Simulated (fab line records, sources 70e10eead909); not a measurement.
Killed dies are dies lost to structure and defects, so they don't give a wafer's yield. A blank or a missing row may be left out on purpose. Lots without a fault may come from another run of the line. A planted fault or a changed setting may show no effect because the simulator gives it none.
A struck lot beside a sound one | flow nand_harc | 14 steps out of a route of 1302
Sound: wafers L760.1, L760.2, L760.5. Struck: wafers L752.1, L752.4, L752.5. The cause comes at the end.
At each step with rows: each side's tool, then ch and its chambers, then its first start. Under that, the readings that differ: sound wafers | struck wafers | difference of the means | sigmas: that difference in standard deviations of wafers without a fault.
alike: readings whose means differ by less than 2 such deviations, and words and numbers that are the same on both sides. not compared: withheld readings, readings that some wafer has no value for, bounds like >300 that may hide the same value, and numbers for which the record gives no deviation and whose values overlap.
The two part at a step that has a row with sigmas, a row that says differs or no value, or rows on one side only. Numbers that don't overlap but have no deviation are shown without sigmas and don't part them. A reading that every wafer of one side lacks parts them only if that side has two wafers or more.

first, 6 steps without rows for these wafers: NHARC_A_SLIT_COAT_03 (resist thk 90 nm); NHARC_A_SLIT_SOFTBAKE_04 (time 55 s); NHARC_A_SLIT_EBR_05; NHARC_A_SLIT_EXPOSE_06 (exposes mask SLIT); NHARC_A_SLIT_PEB_07 (peb time 65 s); NHARC_A_SLIT_DEVELOP_08 (develop time 35 s).
NHARC_A_SLIT_CD_MEAS_09: target cd 300 nm.
  sound on cd_sem-02 ch 0, day 27 12:08; struck on cd_sem-02 ch 0, day 23 21:24
  alike: cd_nm
NHARC_A_SLIT_OVL_MEAS_10:
  sound on overlay-02, day 27 12:14; struck on overlay-02, day 23 21:29
  alike: overlay_x_nm, overlay_y_nm
NHARC_A_SLIT_INSPECT_11:
  sound on defect_inspect-01, day 27 12:16; struck on defect_inspect-02, day 23 21:32
  alike: raw_defect_count
NHARC_A_SLIT_DESCUM_14: chemistry O2, time 3 s.
  sound on rie_diel-05 ch 1,2, day 27 12:19; struck on rie_diel-09 ch 2,3, day 23 21:35
  alike: drypump_motor_current_A, oes_product_au, rf_vpp_V, showerhead_plenum_p_Torr, throttle_valve_pct
  not compared: rf_hours_counter_h
NHARC_A_SLIT_ETCH_24: etches the open film in CF4/CHF3, target depth 121 nm, time 60.5 s.
  sound on rie_diel-05 ch 0,1, day 27 12:26; struck on rie_diel-09 ch 0,3, day 23 21:40
  reading                         | sound          | struck         | difference | sigmas
  showerhead_plenum_p_Torr (Torr) | 1.47 1.51 1.47 | 1.56 1.62 1.56 | +0.10      | +2
  alike: bias_w, cf4_flow_sccm, drypump_motor_current_A, oes_product_au, rf_vpp_V, throttle_valve_pct
  not compared: rf_hours_counter_h
NHARC_A_SLIT_ETCH_15: etches the open film in O2/COS, target depth 6200 nm, time 1612 s.
  sound on rie_diel-05 ch 0,1,2; struck on rie_diel-09 ch 0,2,3
  alike: bias_w, chamber_pressure_mTorr, drypump_motor_current_A, oes_product_au, rf_vpp_V, showerhead_plenum_p_Torr, throttle_valve_pct
  not compared: rf_hours_counter_h
NHARC_A_SLIT_ETCH_17: etches the open film in C4F8/O2/Ar, time 4254.5 s, target depth 20300 nm.
  sound on har_etch-02 ch 0,1, day 27 13:50; struck on har_etch-02 ch 0,1, day 24 01:13
  no value came back on the struck wafers for any of 6 readings (c4f8_flow_sccm (sccm), chamber_pressure_mTorr (mTorr) and others); on the sound wafers c4f8_flow_sccm (sccm) reads 83.17 83.31 83.47
  not compared: rf_hours_counter_h
NHARC_A_SLIT_ETCH_26: etches the open film in C4F8/O2/Ar, time 90 s, target depth 400 nm.
  sound on har_etch-02 ch 0,1, day 27 17:25; struck on har_etch-02 ch 0,1, day 24 04:17
  alike: bias_v, c4f8_flow_sccm, drypump_motor_current_A, he_backside_leak_sccm, showerhead_plenum_p_Torr, throttle_valve_pct
  not compared: rf_hours_counter_h

WHERE THEY PART
First at NHARC_A_SLIT_ETCH_24; last, within this record, at NHARC_A_SLIT_ETCH_17. Later steps at which nothing parts them and some readings are alike: NHARC_A_SLIT_ETCH_26.

WHY: what the simulator had put in
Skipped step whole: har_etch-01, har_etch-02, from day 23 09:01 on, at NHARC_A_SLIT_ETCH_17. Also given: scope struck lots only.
